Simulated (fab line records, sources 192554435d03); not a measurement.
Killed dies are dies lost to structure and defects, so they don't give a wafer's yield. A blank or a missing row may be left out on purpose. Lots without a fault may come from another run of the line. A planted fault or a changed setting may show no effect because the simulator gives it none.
Split-lot experiment | flow n5_finfet | 7 lots, 39 wafers read, on a route of 1938 steps

THE SPLIT
At N5_BEOL_M13_DEP_53 (deposits SiCN from 3MS/NH3, target thk 50 nm, time 17.8 s), the setting time_s was moved away from the recipe's 17.8 s on 15 of the 39 wafers read, by -57.6% to +35.3%. The other wafers ran this setting at the recipe's value.

The reading is taken at the split's own step.

THE READING
SiCN_of_BEOL_M13_DEP_53.thk_nm (the simulator's own value, which no gauge read), in nm, at N5_BEOL_M13_DEP_53 (deposits SiCN from 3MS/NH3, target thk 50 nm, time 17.8 s). The file gives no usual value for it. The 24 wafers here that ran the recipe average 49.9 nm, standard deviation 0.87 nm.

wafer  | tool, chamber at the split | time_s as run, s | against the recipe | SiCN_of_BEOL_M13_DEP_53.thk_nm, nm | against lot-mates on the recipe
L074.1 | pecvd-04, 0                | 17.8             | recipe             | 50.4                               | -
L074.2 | pecvd-04, 2                | 17.8             | recipe             | 49                                 | -
L074.3 | pecvd-04, 1                | 17.8             | recipe             | 49.6                               | -
L074.4 | pecvd-04, 1                | 17.8             | recipe             | 50                                 | -
L074.5 | pecvd-04, 2                | 17.8             | recipe             | 49.4                               | -
L074.6 | pecvd-04, 0                | 17.8             | recipe             | 51.2                               | -
L078.1 | pecvd-04, 1                | 17.8             | recipe             | 49.6                               | -
L078.2 | pecvd-04, 0,1              | 24.08            | +35.3%             | 67.8                               | +17.1
L078.6 | pecvd-04, 0,1              | 24.08            | +35.3%             | 67.8                               | +17.1
L078.3 | pecvd-04, 2                | 24.08            | +35.3%             | 66.6                               | +15.9
L078.4 | pecvd-04, 0                | 17.8             | recipe             | 52.2                               | -
L078.5 | pecvd-04, 2                | 17.8             | recipe             | 50.2                               | -
L077.1 | pecvd-02, 1                | 7.554            | -57.6%             | 20.6                               | -28.9
L077.2 | pecvd-02, 2                | 7.554            | -57.6%             | 19.8                               | -29.7
L077.3 | pecvd-02, 0                | 7.554            | -57.6%             | 21.6                               | -27.9
L077.4 | pecvd-02, 2                | 17.8             | recipe             | 48.6                               | -
L077.5 | pecvd-02, 1                | 17.8             | recipe             | 49.6                               | -
L077.6 | pecvd-02, 0                | 17.8             | recipe             | 50.2                               | -
L081.1 | pecvd-02, 1                | 13.9             | -21.9%             | 38.4                               | -11.5
L081.2 | pecvd-02, 0                | 17.8             | recipe             | 49.4                               | -
L081.3 | pecvd-02, 0                | 17.8             | recipe             | 50                                 | -
L081.4 | pecvd-02, 1                | 13.9             | -21.9%             | 38.8                               | -11.1
L081.5 | pecvd-02, 0                | 13.9             | -21.9%             | 39                                 | -10.9
L081.6 | pecvd-02, 1                | 17.8             | recipe             | 50.2                               | -
L085.1 | pecvd-02, 2                | 17.8             | recipe             | 48.2                               | -
L085.2 | pecvd-02, 0                | 9.388            | -47.3%             | 26.8                               | -22.3
L085.4 | pecvd-02, 0                | 9.388            | -47.3%             | 26.8                               | -22.3
L085.5 | pecvd-02, 0                | 9.388            | -47.3%             | 26.8                               | -22.3
L085.3 | pecvd-02, 2                | 17.8             | recipe             | 49.6                               | -
L085.6 | pecvd-02, 2                | 17.8             | recipe             | 49.6                               | -
L093.1 | pecvd-04, 1                | 11.17            | -37.2%             | 31.8                               | -19.0
L093.2 | pecvd-04, 0                | 11.17            | -37.2%             | 32.6                               | -18.2
L093.3 | pecvd-04, 2                | 11.17            | -37.2%             | 30.8                               | -20.0
L093.4 | pecvd-04, 1                | 17.8             | recipe             | 51                                 | -
L093.5 | pecvd-04, 0                | 17.8             | recipe             | 51.4                               | -
L093.6 | pecvd-04, 2                | 17.8             | recipe             | 50                                 | -
L094.2 | pecvd-01, 1                | 17.8             | recipe             | 49                                 | -
L094.4 | pecvd-01, 0                | 17.8             | recipe             | 49.8                               | -
L094.5 | pecvd-01, 0                | 17.8             | recipe             | 50.2                               | -
Where a row lists several chambers, the file gives one row for several wafers and doesn't say which wafer went through which chamber.

THE FIT
A straight line over all 39 wafers: SiCN_of_BEOL_M13_DEP_53.thk_nm changes by +0.498 nm for each +1% of time_s; r = +1.00; the points scatter about the line by 0.82 nm.
The same after taking each lot's own level away (the mean of its wafers on the recipe; 39 wafers): +0.49 nm for each +1%; r = +1.00; scatter 0.77 nm.
On that fit, the largest move of time_s shifts the reading by 28 nm.
The lots' own levels span 49.13 to 50.80 nm, that is 1.9 times the standard deviation above.
So the lot-to-lot level changes the slope little: the two slopes agree.
Check: with one of the wafers moved furthest among these (-57.6%) left out of the fit, the line predicts -28.2 nm for it against its lot-mates. It came out at -28.9 nm against them.

OTHER SPLITS ON THESE WAFERS
These wafers also went through other splits before the reading. Each is held against what the fit with the lots' levels taken away leaves over:
other split on the same wafers     | wafers away from the commonest value | r with SiCN_of_BEOL_M13_DEP_53.thk_nm (lot level and that fit taken away)
N5_BEOL_M5_ILD_DEP_00 target_thk_a | 15                                   | +0.18
N5_BEOL_M11_ETCH_62 time_s         | 6                                    | +0.25

THE FILE'S OWN FIT
SiCN_of_BEOL_M13_DEP_53.thk_nm changes by +0.492 nm for each +1% of time_s, r = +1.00.
